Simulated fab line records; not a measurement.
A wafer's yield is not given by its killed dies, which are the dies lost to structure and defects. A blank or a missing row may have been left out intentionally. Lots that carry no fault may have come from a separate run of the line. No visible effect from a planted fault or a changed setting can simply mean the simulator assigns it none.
Chamber matching -- flow n5-finfet -- N5_BEOL_M4_ILD_DEP_00 on pecvd-02: 3 sister chambers
The step deposits SiOC from DEMS/O2, target thk 79 nm, time 15.3 s. 6 wafers are shown with their chamber, then 10 later ones without.

WAFERS WITH THEIR CHAMBER
wafer,chamber,showerhead-plenum-p-Torr (Torr),throttle-valve-pct (%)
L079.1,2,5.671,11.4
L081.3,2,5.677,11.3
L086.3,0,5.691,11.8
L086.5,0,5.695,11.8
L092.2,1,5.723,12.1
L092.3,1,5.723,12.1

WAFERS WITH NO CHAMBER GIVEN
wafer,showerhead-plenum-p-Torr (Torr),throttle-valve-pct (%)
L092.6,5.715,12.0
L094.1,5.688,11.3
L094.5,5.725,12.1
L094.6,5.690,11.7
L095.1,5.680,11.6
L095.4,5.674,11.5
L095.5,5.678,11.9
L097.2,5.682,11.5
L097.3,5.668,11.7
L097.5,5.719,12.1

THE CHAMBER EACH PASSED THROUGH
wafer,from the rows above,in truth
L092.6,1,1
L094.1,2,2
L094.5,1,1
L094.6,0,0
L095.1,can't be placed: 2 or 0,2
L095.4,2,2
L095.5,0,0
L097.2,2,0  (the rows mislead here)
L097.3,can't be placed: 2 or 0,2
L097.5,1,1
Placed correctly: 7 of 10. These rows do not allow placing 2 (true chamber among the candidates in 2). Wrongly placed: 1.
How it was worked out, from the rows above alone: a wafer's distance from a chamber is the root of the sum, over the readings, of the square of ((its reading less the chamber's mean) divided by the reading's scatter). If the next closest chamber is less than 2 further off than the closest, the wafer can't be placed; otherwise it belongs to the closest. A chamber's mean is the mean of its shown wafers. The scatter is the square root of a quotient: the sum, over the shown wafers, of each reading's squared deviation from its chamber's mean, divided by wafers minus chambers.
